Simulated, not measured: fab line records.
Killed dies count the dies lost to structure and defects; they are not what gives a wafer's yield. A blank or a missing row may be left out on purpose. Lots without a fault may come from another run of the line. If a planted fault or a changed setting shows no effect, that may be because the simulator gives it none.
Comparing a struck lot with a sound one / flow n5 finfet / 15 steps out of a route of 1938
Sound: the wafers L360.1, L360.4, L360.6. The struck wafers were L373.1, L373.3, L373.4. The cause is given at the end.
Each step with rows lists, per side, the tool, then ch with its chambers, then its first start. Under that, the readings that differ: sound wafers / struck wafers / difference of the means / sigmas: that difference in standard deviations of wafers without a fault.
alike: words and numbers the same on both sides, and readings whose means are apart by under 2 such deviations; not compared: readings that were withheld, readings missing a value for some wafer, numbers with overlapping values and no deviation given by the record, and bounds like >300 which may hide the same value.
A row with sigmas, a row that says differs or no value, or rows on one side alone: a step with any of these is where the two part. When numbers do not overlap yet have no deviation, they are printed without sigmas and do not part them. A reading that every wafer of one side lacks parts them only if that side has two wafers or more.

N5_BEOL_M7_STRIP_80: strips in N2/H2, time 10 s.
  sound on rie diel-02 ch 0,1,3; struck on rie diel-05 ch 0,2
reading=rf vpp V (V); sound=59.0 59.6 60.7; struck=58.1 57.9 58.1; difference=-1.7; sigmas=-2
  alike: chamber pressure mTorr, drypump motor current A, oes product au, showerhead plenum p Torr, throttle valve pct
  not compared: rf hours counter h
N5_BEOL_M7_OCD_MEAS_38:
  sound on ocd-02 at day 10 18:17; struck on ocd-02 at day 13 20:50
  alike: trench depth nm
then, 4 steps without rows for these wafers: N5_BEOL_M7_HM_STRIP_39 (strips TiN in peroxide tin strip, target depth 25 nm, time 158 s); N5_BEOL_M7_SRD_40 (time 30 s); N5_BEOL_M7_PRECLEAN_42 (cleans in residue remover, time 60 s); N5_BEOL_M7_SRD_43 (time 30 s).
N5_BEOL_M7_CD_MEAS_35: target cd 40 nm.
  sound on cd sem-03 at day 10 18:26; struck on cd sem-02 at day 13 20:59
  alike: cd nm
N5_BEOL_M7_CURE_75: cures SiCOH lowk, time 120 s.
  sound on uv cure-03 ch 1, day 10 18:29; struck on uv cure-03 ch 2, day 13 21:02
  alike: lamp power pct, wafer_temp_C_max
then, 1 step without rows for these wafers: N5_BEOL_M7_DEGAS_44 (time 60 s).
N5_BEOL_M7_PRE_CLEAN_45: time 30 s.
  sound on pvd sputter-01 at day 10 19:09; struck on pvd sputter-01 at day 13 21:50
  alike: heater power w
N5_BEOL_M7_ALD_77: deposits TaN, target thk 2 nm, pulse time 2 s, purge time 3 s.
  sound on ald metal-02 ch 0,2, day 10 19:13; struck on ald metal-02 ch 0,2,3, day 13 21:54
  alike: heater power w
N5_BEOL_M7_SURFACE_TREAT_79:
  sound on pvd sputter-03 at day 10 19:34; struck on pvd sputter-01 at day 13 22:14
  not compared: throttle valve pct
N5_BEOL_M7_CVD_78: deposits Co from CCTBA/H2, target thk 2 nm, time 142.3 s.
  sound on cvd co-01 ch 0,2, day 10 19:38; struck on cvd co-01 ch 0,2, day 13 22:35
then, 1 step without rows for these wafers: N5_BEOL_M7_SPUTTER_48 (material Cu, target thk 10 nm, time 1.667 s).
-- record jumps: 3 days separate the struck wafers' starts on either side; left off in module BEOL_M7, taken up again in module PASSIVATION, whose first shown step is the route's number 1936 --
N5_PASSIVATION_PROBE_49:
  sound on prober-01 at day 14 03:37; struck on prober-01 at day 17 02:49
reading=killed at other; sound=5 2 1; struck=12; difference=+9; sigmas=+3
  alike: defect limited yield, killed_at_M0_to_M3, killed_at_M4_up, killed at contacts, killed at front end, killed dies, killed open, killed short, sort_bin_5_function, sort_bin_6_memory, sort_bin_8_speed, sort n pass, sort yield pct

## WHERE THEY PART
At N5_BEOL_M7_STRIP_80 first; at N5_PASSIVATION_PROBE_49 last (within this record only).

WHY: what the simulator had put in
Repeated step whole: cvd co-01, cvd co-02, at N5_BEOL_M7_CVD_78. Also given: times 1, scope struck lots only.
